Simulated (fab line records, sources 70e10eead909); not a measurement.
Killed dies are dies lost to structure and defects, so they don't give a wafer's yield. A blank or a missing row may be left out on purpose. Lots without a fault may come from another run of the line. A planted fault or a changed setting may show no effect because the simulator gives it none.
fab line records | flow nand_harc
record lots=6 wafers=18 last_day=24
route steps=1159 shown P_M0@264
lots that met no fault: from a run of the same line without faults
start_h: hours from the record's first day to the start of the lot's first wafer shown | wait_h: hours since the lot's step before | " the same as in the row above | L1.1+2: a row that stands for several wafers | - no value, or no start given | * or withheld: withheld | < > ~ a bound
route shown NAME@n: a module of which the file shows steps, and the number in the route of the first | usual: mean/standard deviation of fault-free wafers | same: alike in all rows | chamber/n: place in a boat | sites: the reading at each site | _std_site: their standard deviation | _edge_site: outer sites' mean less inner sites' | radius_mm: how far each site lies from the wafer's centre | mask NAME#n: copy n | behind: the tool/chamber that last shaped the wafer | hold: why the lot was held/for how many hours/how that ended | device: the transistor (n, p or np) that didn't switch | end of line: the same wafers' tests at the end of the route | a step without rows: its recipe alone | killed: dies lost to structure and defects at the first sort, not the wafer's yield | map: a wafer's dies, x killed, . not, _ none there
set.NAME: the setting as run; set.NAME@STEP: as run at that earlier step | model.NAME: the simulator's own value behind a step, which no gauge read
lots at some steps of the route; a table a step, a row a wafer
services: from which hour (start_h, from the record's first day; less than 0 if before it) a tool's chamber was out of use, for how many hours, and why
## steps
# step NHARC_P_M0_OVL_MEAS_10
# recipe pitch_nm=180
# usual overlay_x_nm=-0.2/1.1 overlay_y_nm=0.0/0.86
# columns lot.wafer tool chamber start_h wait_h overlay_x_nm overlay_y_nm
L937.4 overlay-01 - 113.04 - -1.4 -0.4
L937.5 " - " " -1.7 -0.3
L937.6 " - " " -1.5 -0.2
L951.3 overlay-01 - 201.87 - -1.7 0.4
L951.4 " - " " -1.6 0.8
L951.6 " - " " -1.9 1.0
L948.2 overlay-01 - 202.42 - 1.1 -0.4
L948.5 " - " " 1.0 -1.5
L948.6 " - " " 0.8 -0.7
L953.3 overlay-02 - 212.74 - -1.0 0.3
L953.4 " - " " -1.3 0.5
L953.6 " - " " -0.7 0.2
L958.3 overlay-02 - 243.01 - 0.5 0.8
L958.4 " - " " 0.8 1.2
L958.6 " - " " 0.7 1.1
L960.2 overlay-01 - 246.64 - -0.7 0.2
L960.3 " - " " -0.6 0.8
L960.5 " - " " -0.8 0.4
# step NHARC_P_M0_INSPECT_11
# usual raw_defect_count=3.6/2.2
# columns lot.wafer tool chamber start_h wait_h raw_defect_count
L937.4 defect_inspect-01 - 113.07 0.0 3
L937.5 " - " " 1
L937.6 " - " " 3
L951.3 defect_inspect-02 - 201.90 0.0 2
L951.4 " - " " 7
L951.6 " - " " 0
L948.2 defect_inspect-02 - 202.46 0.0 5
L948.5 " - " " 3
L948.6 " - " " 3
L953.3 defect_inspect-01 - 212.77 0.0 1
L953.4 " - " " 3
L953.6 " - " " 2
L958.3 defect_inspect-02 - 243.04 0.0 2
L958.4 " - " " 1
L958.6 " - " " 7
L960.2 defect_inspect-01 - 246.67 0.0 2
L960.3 " - " " 3
L960.5 " - " " 2
# step NHARC_P_M0_DESCUM_14
# recipe time_s=3 o2_flow_sccm=200 ar_flow_sccm=0 bias_power_w=0 chemistry=O2
# usual chamber_pressure_mTorr=60.00/0.056 drypump_motor_current_A=5.8/0.55 oes_product_au=0.999/0.011 rf_vpp_V=57.6/0.81 showerhead_plenum_p_Torr=1.86/0.065 throttle_valve_pct=11.311/0.009
# columns lot.wafer tool chamber start_h wait_h chamber_pressure_mTorr drypump_motor_current_A oes_product_au rf_hours_counter_h rf_vpp_V showerhead_plenum_p_Torr throttle_valve_pct
L937.4 rie_diel-09 3 113.15 0.1 60.01 5.2 1.006 2 58.1 1.80 11.316
L937.5 " 1 " " 60.03 6.7 0.995 - 58.7 1.80 11.314
L937.6 " 2 " " 60.04 6.5 0.982 - 57.4 1.85 11.300
L951.4 rie_diel-09 0 201.96 0.1 59.98 5.7 0.991 5 58.0 1.86 11.304
L951.3 " 2 " " 60.05 6.5 0.973 4 57.2 1.84 11.310
L951.6 " 0 " " 59.97 5.7 0.993 - 57.3 1.86 11.322
L948.2 rie_diel-05 1 202.53 0.1 60.06 5.5 1.001 1 57.1 1.86 11.304
L948.5 " 0 " " 60.07 5.3 1.007 - 57.7 2.02 11.316
L948.6 " 1 " " 59.92 5.5 0.977 - 56.0 1.86 11.307
L953.3 rie_diel-05 0 212.84 0.1 60.00 5.2 0.989 2 57.7 2.02 11.300
L953.4 " 2 " " 59.97 6.2 0.993 2 57.7 1.89 11.311
L953.6 " 1 " " 59.93 5.5 1.001 - 55.8 1.86 11.311
L958.3 rie_diel-09 2 243.10 0.1 60.01 6.5 0.995 7 57.4 1.84 11.314
L958.4 " 3 " " 59.99 5.2 0.998 8 56.9 1.79 11.301
L958.6 " 2 " " 60.08 6.5 0.984 - 58.9 1.84 11.326
L960.2 rie_diel-09 0 246.74 0.1 59.99 5.7 1.006 8 58.0 1.86 11.321
L960.3 " 1 " " 59.92 6.7 1.007 8 57.8 1.80 11.308
L960.5 " 3 " " 59.83 5.2 1.012 - 59.1 1.79 11.304
# step NHARC_P_M0_ETCH_34
# recipe target_depth_a=400 overetch_a=120 time_s=43.94 ion_energy_ev=200 n2_flow_sccm=150 h2_flow_sccm=150 ar_flow_sccm=0 rf_w=400 bias_w=150 chemistry=N2/H2
# usual chamber_pressure_mTorr=30.004/0.027 drypump_motor_current_A=5.9/0.57 oes_product_au=0.999/0.0097 rf_vpp_V=428.9/2.1 showerhead_plenum_p_Torr=1.98/0.069 throttle_valve_pct=14.171/0.0088
# columns lot.wafer tool chamber start_h wait_h chamber_pressure_mTorr drypump_motor_current_A oes_product_au rf_hours_counter_h rf_vpp_V showerhead_plenum_p_Torr throttle_valve_pct
L937.4 rie_diel-09 2 113.22 0.1 30.012 6.5 0.991 2 429.0 1.97 14.174
L937.6 " 1 " " 30.001 6.7 0.993 - 426.6 1.92 14.163
L937.5 " 2 " " 30.037 6.5 0.982 - 427.8 1.97 14.173
L951.3 rie_diel-09 1 202.05 0.1 29.973 6.7 0.997 4 426.5 1.92 14.188
L951.4 " 2 " " 29.982 6.5 0.989 4 428.8 1.96 14.169
L951.6 " 1 " " 30.003 6.7 1.012 - 427.2 1.92 14.161
L948.2 rie_diel-05 3 202.61 0.1 29.980 6.1 0.986 1 428.2 1.99 14.159
L948.6 " 1 " " 30.037 5.5 0.990 - 429.1 1.98 14.168
L948.5 " 2 " " 29.994 6.2 1.000 - 428.9 2.01 14.159
L953.3 rie_diel-05 3 212.93 0.1 29.957 6.0 1.007 2 429.7 1.99 14.160
L953.4 " 1 " " 30.034 5.5 0.988 2 428.6 1.98 14.175
L953.6 " 3 " " 30.011 6.0 1.002 - 429.1 1.99 14.189
L958.4 rie_diel-09 0 243.20 0.1 30.016 5.7 0.995 8 430.6 1.98 14.158
L958.3 " 1 " " 29.993 6.7 0.991 7 426.5 1.92 14.188
L958.6 " 2 " " 30.032 6.5 0.996 - 428.9 1.96 14.170
L960.3 rie_diel-09 2 246.82 0.1 30.027 6.5 0.995 8 427.4 1.96 14.181
L960.2 " 0 " " 29.985 5.7 0.998 9 428.0 1.98 14.177
L960.5 " 1 " " 30.017 6.7 0.991 - 428.7 1.92 14.175
# step NHARC_P_M0_ETCH_15
# recipe target_depth_a=1500 overetch_a=150 time_s=82.5 c4f8_flow_sccm=withheld ar_flow_sccm=400 rf_w=600 bias_w=300 chemistry=C4F8/Ar
# usual chamber_pressure_mTorr=24.998/0.025 oes_product_au=0.955/0.02 rf_vpp_V=439.2/2
# columns lot.wafer tool chamber start_h wait_h chamber_pressure_mTorr oes_product_au rf_hours_counter_h rf_vpp_V
L937.4 rie_diel-09 1 - - 24.940 0.928 2 438.5
L937.5 " 1 " " 24.996 0.941 - 437.0
L937.6 " 2 " " 25.006 0.935 - 438.9
L951.3 rie_diel-09 2 - - 25.011 0.955 4 438.4
L951.4 " 1 " " 25.032 0.963 4 438.0
L951.6 " 2 " " 24.985 0.952 - 437.7
L948.2 rie_diel-05 3 - - 24.974 0.969 1 440.0
L948.6 " 0 " " 25.010 0.958 - 444.4
L948.5 " 1 " " 25.006 0.949 - 438.6
L953.4 rie_diel-05 2 - - 24.997 0.971 2 438.7
L953.3 " 0 " " 24.988 0.963 2 444.7
L953.6 " 3 " " 24.997 0.973 - 439.3
L958.4 rie_diel-09 2 - - 25.048 0.955 8 437.8
L958.3 " 3 " " 25.033 0.975 8 437.4
L958.6 " 3 " " 24.963 0.968 - 435.8
L960.2 rie_diel-09 0 - - 24.974 0.967 9 439.5
L960.3 " 3 " " 25.048 0.972 9 437.1
L960.5 " 1 " " 24.970 0.985 - 436.1
# step NHARC_P_M0_CD_MEAS_16
# usual cd_nm=90.0/1
# columns lot.wafer tool chamber start_h wait_h cd_nm
L937.4 cd_sem-03 - 113.44 - 88.2
L937.5 " - " " 90.5
L937.6 " - " " 88.7
L951.3 cd_sem-02 - 202.27 - 90.6
L951.4 " - " " 89.5
L951.6 " - " " 89.6
L948.2 cd_sem-03 - 202.82 - 89.4
L948.5 " - " " 88.6
L948.6 " - " " 89.5
L953.3 cd_sem-03 - 213.15 - 90.3
L953.4 " - " " 91.0
L953.6 " - " " 90.2
L958.3 cd_sem-02 - 243.41 - 90.3
L958.4 " - " " 91.8
L958.6 " - " " 89.4
L960.2 cd_sem-02 - 247.09 - 88.4
L960.3 " - " " 88.7
L960.5 " - " " 89.2
# step NHARC_P_M0_STRIP_18
# recipe power_w=1000 n2_flow_sccm=150 h2_flow_sccm=150 ar_flow_sccm=0 bias_w=0 chemistry=N2/H2
# usual chamber_pressure_mTorr=29.998/0.023 drypump_motor_current_A=5.7/0.48 oes_product_au=1.002/0.0086 rf_vpp_V=90.5/0.89 showerhead_plenum_p_Torr=2.00/0.075 throttle_valve_pct=14.173/0.0092
# columns lot.wafer tool chamber start_h wait_h chamber_pressure_mTorr drypump_motor_current_A oes_product_au rf_hours_counter_h rf_vpp_V showerhead_plenum_p_Torr throttle_valve_pct
L937.4 rie_diel-01 1 113.51 0.1 30.002 5.6 1.005 8 90.3 1.94 14.169
L937.5 " 1 " " 30.042 5.6 1.004 - 89.3 1.94 14.170
L937.6 " 2 " " 30.009 6.2 1.020 - 90.8 2.11 14.182
L951.4 rie_diel-01 0 202.34 0.1 30.003 5.2 1.015 3 89.9 1.93 14.164
L951.3 " 3 " " 29.970 5.4 0.999 3 89.9 2.04 14.163
L951.6 " 1 " " 30.005 5.6 0.996 - 90.6 1.94 14.172
L948.2 rie_diel-01 1 202.92 0.1 30.009 5.6 1.006 2 90.0 1.94 14.191
L948.6 " 0 " " 30.030 5.2 1.016 - 89.4 1.93 14.169
L948.5 " 1 " " 29.940 5.6 0.998 - 91.9 1.94 14.169
L953.4 rie_diel-01 3 213.22 0.1 30.001 5.4 1.011 5 90.5 2.04 14.169
L953.3 " 1 " " 30.010 5.6 1.007 4 90.1 1.94 14.170
L953.6 " 0 " " 29.998 5.2 1.002 - 89.3 1.93 14.156
L958.4 rie_diel-01 2 243.48 0.1 29.984 6.2 1.009 5 91.2 2.11 14.168
L958.3 " 3 " " 30.026 5.4 1.005 6 91.2 2.04 14.184
L958.6 " 2 " " 30.019 6.2 1.009 - 91.1 2.11 14.158
L960.2 rie_diel-01 3 247.18 0.1 29.984 5.4 1.007 6 90.2 2.04 14.185
L960.3 " 0 " " 29.994 5.2 1.011 6 89.2 1.93 14.174
L960.5 " 2 " " 30.004 6.3 1.008 - 91.4 2.11 14.178
# step NHARC_P_M0_STRIP_19
# recipe time_s=600 temp_c=30 chemistry=post_etch_residue_remover
# step NHARC_P_M0_DEGAS_28
# recipe temp_c=250 time_s=60
# step NHARC_P_M0_PRE_CLEAN_29
# recipe time_s=30 temp_c=280 gas=H2/He
# step NHARC_P_M0_PVD_20
# recipe target_thk_a=50 bias_v=168.6 power_w=15000 chamber_pressure_pa=0.12 time_s=8.06 substrate_temp_c=50 material=TaN
# step NHARC_P_M0_PVD_21
# recipe target_thk_a=300 chamber_pressure_pa=5 power_w=5000 substrate_temp_c=30 time_s=20.49 material=Cu
# step NHARC_P_M0_ECD_22
# recipe target_thk_a=4000 bath_temp_c=25 material=Cu
# usual bath_heat_duty_pct=6.5/0.6 bath_temp_c=25.02/0.11
# columns lot.wafer tool chamber start_h wait_h bath_heat_duty_pct bath_temp_c
L937.4 ecd_cu-01 1 114.51 - 6.6 25.17
L937.6 " 1 " " 6.3 25.04
L937.5 " 0 " " 7.0 24.94
L951.4 ecd_cu-01 0 203.35 - - -
L951.3 " 1 " " - -
L951.6 " 0 " " - -
L948.2 ecd_cu-02 0 203.85 - - -
L948.5 " 1 " " - -
L948.6 " 0 " " - -
L953.4 ecd_cu-01 1 214.22 - 7.3 24.87
L953.3 " 0 " " 5.9 25.11
L953.6 " 0 " " 6.3 24.97
L958.4 ecd_cu-01 0 244.48 - 6.7 24.97
L958.3 " 1 " " 6.5 24.93
L958.6 " 1 " " 5.8 25.09
L960.2 ecd_cu-02 1 248.11 - 7.5 24.93
L960.3 " 1 " " 6.5 24.87
L960.5 " 0 " " 6.6 25.11
# step NHARC_P_M0_ANNEAL_30
# recipe temp_c=225 time_s=90
# usual wafer_temp_C_max=226.4/0.36
# columns lot.wafer tool chamber start_h wait_h wafer_temp_C_max
L937.4 rtp_anneal-02 0 114.94 0.4 227.3
L937.5 " 0 " " 226.8
L937.6 " 0 " " 226.4
L951.3 rtp_anneal-02 0 203.74 0.3 226.2
L951.4 " 0 " " 226.9
L951.6 " 0 " " 226.7
L948.2 rtp_anneal-02 0 204.25 0.4 226.7
L948.5 " 0 " " 226.7
L948.6 " 0 " " 227.3
L953.3 rtp_anneal-01 0 214.60 - 225.7
L953.4 " 0 " " 226.7
L953.6 " 0 " " 226.3
L958.3 rtp_anneal-02 0 244.87 - 226.4
L958.4 " 0 " " 226.6
L958.6 " 0 " " 227.1
L960.2 rtp_anneal-02 0 248.49 - 226.7
L960.3 " 0 " " 226.5
L960.5 " 0 " " 226.3
# step NHARC_P_M0_CMP_23
# recipe t_overpolish_s=20 target_thk_nm=117.53
# usual motor_current_A=11.4/1.1 slurry_filter_dp_kPa=13.48/0.14 time_to_endpoint_s=27.0/2.8
# columns lot.wafer tool chamber start_h wait_h motor_current_A slurry_filter_dp_kPa time_to_endpoint_s
L937.4 cmp-01 1 115.20 - 11.4 13.46 28.4
L937.6 " 3 " " 10.3 13.66 27.8
L937.5 " 0 " " 11.2 13.54 27.6
L951.3 cmp-01 1 203.98 - 11.7 13.58 0.0
L951.4 " 0 " " 10.9 13.35 1.5
L951.6 " 1 " " 11.0 13.36 0.7
L948.2 cmp-01 2 204.60 - 12.2 13.62 0.0
L948.5 " 0 " " 11.4 13.37 0.0
L948.6 " 1 " " 11.2 13.26 0.0
L953.4 cmp-01 2 214.90 - 12.1 13.39 28.0
L953.3 " 3 " " 10.2 13.52 25.7
L953.6 " 1 " " 12.0 13.39 24.2
L958.3 cmp-02 1 245.14 - 14.3 13.53 27.3
L958.4 " 2 " " 11.9 13.35 28.4
L958.6 " 0 " " 11.3 13.73 26.7
L960.2 cmp-02 2 248.79 - 11.4 13.33 29.5
L960.3 " 0 " " 11.4 13.43 29.7
L960.5 " 3 " " 9.6 13.43 30.3
# step NHARC_P_M0_THK_MEAS_24
# recipe thk_meas_gauge=xrf
# usual thk_nm=116.7/1.6
# columns lot.wafer tool chamber start_h wait_h thk_nm
L937.4 film_metro-02 - 115.46 - 116.4
L937.5 " - " " 116.9
L937.6 " - " " 116.7
L951.3 film_metro-02 - 204.30 - 30.8
L951.4 " - " " 28.1
L951.6 " - " " 30.5
L948.2 film_metro-01 - 204.86 - 30.8
L948.5 " - " " 31.0
L948.6 " - " " 28.7
L953.3 film_metro-02 - 215.16 - 114.7
L953.4 " - " " 116.1
L953.6 " - " " 115.5
L958.3 film_metro-01 - 245.42 - 117.2
L958.4 " - " " 117.2
L958.6 " - " " 116.9
L960.2 film_metro-01 - 249.11 - 113.8
L960.3 " - " " 118.0
L960.5 " - " " 114.7
# step NHARC_P_M0_SRD_25
## services
# columns tool chamber start_h hours kind
ecd_cu-01 - 96.00 8.0 pm
rie_diel-05 0 96.03 2.9 repair
ecd_cu-01 - 106.88 0.3 repair
rie_diel-09 0 110.60 - clean
rie_diel-09 1 110.60 - clean
rie_diel-09 2 110.60 - clean
rie_diel-09 3 110.60 - clean
cmp-01 - 110.66 1.4 repair
cmp-01 - 112.37 2.1 repair
cmp-02 - 129.28 4.0 pm
rie_diel-01 2 129.31 4.3 repair
rie_diel-09 0 135.10 - clean
rie_diel-09 1 135.10 - clean
rie_diel-09 - 137.06 8.3 repair
rie_diel-01 - 137.82 9.0 pm
cmp-01 - 155.86 4.0 repair
rie_diel-05 - 163.60 9.0 pm
cmp-01 - 179.50 4.0 pm
ecd_cu-02 - 180.00 8.0 pm
ecd_cu-02 - 192.72 1.4 repair
cmp-02 - 227.28 4.0 pm
cmp-01 - 230.69 0.6 repair
cmp-01 - 231.64 69.4 repair
rie_diel-05 3 247.42 4.0 repair
## key
first_sign step=NHARC_P_M0_ECD_22 reading=tool_record direction=missing
effect step=NHARC_P_M0_CMP_23 reading=time_to_endpoint_s direction=down sigmas=9.5 usual=* struck=*
effect step=NHARC_P_M0_THK_MEAS_24 reading=thk_nm direction=down sigmas=54 usual=116.7 struck=30.0
met_at NHARC_P_M0_ECD_22
struck_wafers L948.2,L948.5,L948.6,L951.3,L951.4,L951.6
later_rows_left_out L948.2,L948.5,L948.6,L951.3,L951.4,L951.6
sort_left_out L948.2,L948.5,L948.6,L951.3,L951.4,L951.6
onset_between 114.51 203.35
fault kind=skipped_step_whole tool=ecd_cu-01,ecd_cu-02 chamber=- onset_h=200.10 steps=NHARC_P_M0_ECD_22 scope=struck_lots_only
# sort_left_out: the simulated sort isn't trusted on such a fault, so these wafers' sort isn't shown, and their yield isn't known
# later_rows_left_out: the simulator's readings of these wafers behind a module that went badly wrong aren't trusted and aren't shown, but for the sort
